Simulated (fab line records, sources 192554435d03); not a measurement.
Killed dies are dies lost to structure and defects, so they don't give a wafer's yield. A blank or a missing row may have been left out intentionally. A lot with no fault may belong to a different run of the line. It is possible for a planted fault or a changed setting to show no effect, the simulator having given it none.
Matching of chambers -- flow n5Finfet -- N5_BEOL_M5_ETCH_67 on rieDiel-03: 4 sister chambers
The step etches SiARC in CF4, target depth 15.6 nm, time 26 s. 20 wafers are shown with their chamber, then 10 later ones without.

WAFERS WITH THEIR CHAMBER
wafer,chamber,drypumpMotorCurrentA (A),showerheadPlenumPTorr (Torr),throttleValvePct (%)
L075.1,2,4.9,2.12,15.39
L075.4,0,6.8,2.17,15.64
L075.6,2,4.9,2.12,15.40
L079.3,3,5.9,2.20,15.74
L079.4,2,4.9,2.11,15.41
L079.5,3,5.9,2.20,15.76
L080.2,1,6.1,2.24,15.82
L080.3,2,4.9,2.11,15.41
L080.6,2,4.8,2.11,15.40
L082.1,0,6.8,2.17,15.68
L082.4,3,5.9,2.20,15.73
L082.5,0,6.7,2.17,15.67
L084.1,3,5.9,2.20,15.78
L084.2,0,6.7,2.16,15.68
L084.4,2,4.9,2.11,15.43
L086.1,2,4.9,2.11,15.44
L086.2,1,6.1,2.23,15.84
L086.4,3,5.9,2.20,15.78
L087.2,2,4.8,2.11,15.46
L087.4,1,6.1,2.23,15.84

SIGNATURES (means of the wafers above)
reading,chamber 0,chamber 1,chamber 2,chamber 3,scatter within a chamber
drypumpMotorCurrentA,6.750,6.100,4.875,5.900,0.0395
showerheadPlenumPTorr,2.1675,2.2333,2.1125,2.2000,0.00427
throttleValvePct,15.6675,15.8333,15.4175,15.7580,0.0215
Rule: distance of a wafer from a chamber = root of the sum over the readings of ((wafer's reading minus chamber's mean) / reading's scatter) squared. The wafer belongs to the nearest chamber; if the next one is less than 2 further off, it can't be placed. The scatter: take each reading less its chamber's mean, square it, sum over the shown wafers, divide by the number of wafers less the number of chambers, and take the root.

WAFERS MISSING THEIR CHAMBER
wafer,drypumpMotorCurrentA (A),showerheadPlenumPTorr (Torr),throttleValvePct (%)
L087.5,5.9,2.20,15.79
L090.1,6.8,2.16,15.72
L090.4,4.9,2.11,15.45
L090.5,4.9,2.11,15.46
L093.3,6.8,2.16,15.71
L093.4,4.9,2.10,15.47
L093.6,6.7,2.16,15.72
L094.1,6.1,2.23,15.88
L094.4,5.9,2.19,15.82
L094.5,4.8,2.10,15.46

CHAMBER TAKEN BY EACH
wafer,from the rows above,in truth
L087.5,3,3
L090.1,0,0
L090.4,2,2
L090.5,2,2
L093.3,0,0
L093.4,2,2
L093.6,0,0
L094.1,1,1
L094.4,3,3
L094.5,2,2
10 of 10 placed correctly. Left unplaced by these rows: 0. Number placed wrongly: 0.
